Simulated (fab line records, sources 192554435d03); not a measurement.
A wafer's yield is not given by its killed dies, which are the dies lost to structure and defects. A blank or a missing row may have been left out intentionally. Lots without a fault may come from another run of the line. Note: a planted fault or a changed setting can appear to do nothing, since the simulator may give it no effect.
3 desks looking at one fault :: flow n5_finfet :: what lay behind the numbers comes last; until then each desk has only its own
Where a reading is given only as a bound, like >300, the bound stands for it, and a mean or a difference that rests on one is marked > or <: the true number lies beyond.

== FOR THE TOOL OWNER'S DESK: rie_metal-01 ==
The tool's own readings at N5_MIM_BOT_ETCH_ETCH_03 (etches the open film in Cl2/BCl3, target depth 12 nm): means of the sampled wafers that have a number, for each lot that ran on this tool. A lot is out of limits, marked OUT, if its mean lies more than 4 standard deviations from the usual mean; the brackets give that distance.
Columns: A = bcl3_flow_sccm at N5_MIM_BOT_ETCH_ETCH_03, usual 79.99 sccm; B = drypump_motor_current_A at N5_MIM_BOT_ETCH_ETCH_03, usual 6.1 A; C = oes_product_au at N5_MIM_BOT_ETCH_ETCH_03, usual 0.81 a.u.; D = throttle_valve_pct at N5_MIM_BOT_ETCH_ETCH_03, usual 27.5 %
lot: L672
first seen here: day 13 01:00
A: 79.98
B: 6.3
C: 0.75
D: 27.2

lot: L677
first seen here: day 13 18:34
A: 79.88
B: 6.2
C: 0.64
D: 27.6

lot: L688
first seen here: day 16 15:14
A: 80.07
B: 6.3
C: 0.89
D: 27.3

lot: L683
first seen here: day 16 20:10
A: 79.94
B: 6.3
C: 0.82
D: 27.2

lot: L687
first seen here: day 16 22:34
A: 79.89
B: 6.3
C: 0.82
D: 27.2

lot: L690
first seen here: day 17 03:06
A: 80.40
B: 6.3
C: 0.76
D: 27.1
This desk found nothing out of limits on any of the 6 lots.

== THE METROLOGY DESK ==
Lot by lot, what the gauges showed, no matter which tool ran the lot: averages of those sampled wafers that carry a number. A lot is out of limits, marked OUT, if its mean lies more than 4 standard deviations from the usual mean; the brackets give that distance.
Columns: A = cd_nm at N5_PASSIVATION_CD_MEAS_10, usual 2998.9 nm
lot: L672
first seen here: day 13 02:17
A: 2998.8

lot: L677
first seen here: day 13 21:14
A: 2996.0

lot: L678
first seen here: day 14 00:52
A: 2999.9

lot: L675
first seen here: day 14 01:40
A: 2999.4

lot: L679
first seen here: day 14 21:41
A: 2999.3

lot: L688
first seen here: day 16 16:34
A: 2999.9

lot: L683
first seen here: day 16 23:04
A: 2998.9

lot: L687
first seen here: day 17 00:35
A: 2999.3

lot: L690
first seen here: day 17 04:19
A: 2999.6

lot: L695
first seen here: day 18 21:31
A: 3000.6
This desk found nothing out of limits on any of the 10 lots.

== THE DEFECT DESK ==
Counts from the inspections along the route, per lot, as means over the sampled wafers that have a number. A lot is out of limits, marked OUT, if its mean lies more than 4 standard deviations from the usual mean; the brackets give that distance.
Columns: A = raw_defect_count at N5_PASSIVATION_INSPECT_61, usual 1.9
lot: L672
first seen here: day 13 02:20
A: 1.7

lot: L677
first seen here: day 13 21:17
A: 3.3

lot: L678
first seen here: day 14 00:55
A: 1.7

lot: L675
first seen here: day 14 01:43
A: 1.3

lot: L679
first seen here: day 14 21:44
A: 1.0

lot: L688
first seen here: day 16 16:37
A: 3.3

lot: L683
first seen here: day 16 23:07
A: 2.0

lot: L687
first seen here: day 17 00:38
A: >300 (+99 or more) OUT

lot: L690
first seen here: day 17 04:22
A: >300 (+99 or more) OUT

lot: L695
first seen here: day 18 21:34
A: 2.0
Finding of this desk: L687, L690 out of limits; the first was L687 at day 17 00:38, on raw_defect_count at N5_PASSIVATION_INSPECT_61. L672, L677, L678, L675, L679, L688, L683, L695: within limits.

== PUT TOGETHER ==
The defect desk could have raised an alarm at day 17 00:38, on L687, L690.
The desk of the tool owner found nothing out of limits.
The metrology desk saw nothing out of limits.
The tool owner's desk has L687, L690 on record, within its limits.
The metrology desk has L687, L690 on record, within its limits.
Of the lots named, all ran N5_MIM_BOT_ETCH_ETCH_03 on rie_metal-01.

== WHAT HAD BEEN PUT IN BY THE SIMULATOR ==
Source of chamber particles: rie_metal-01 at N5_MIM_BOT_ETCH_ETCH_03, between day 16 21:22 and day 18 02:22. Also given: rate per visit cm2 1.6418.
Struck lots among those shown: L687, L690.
Hours from the fault's start to each desk's first reading out of limits: the defect desk, 3.
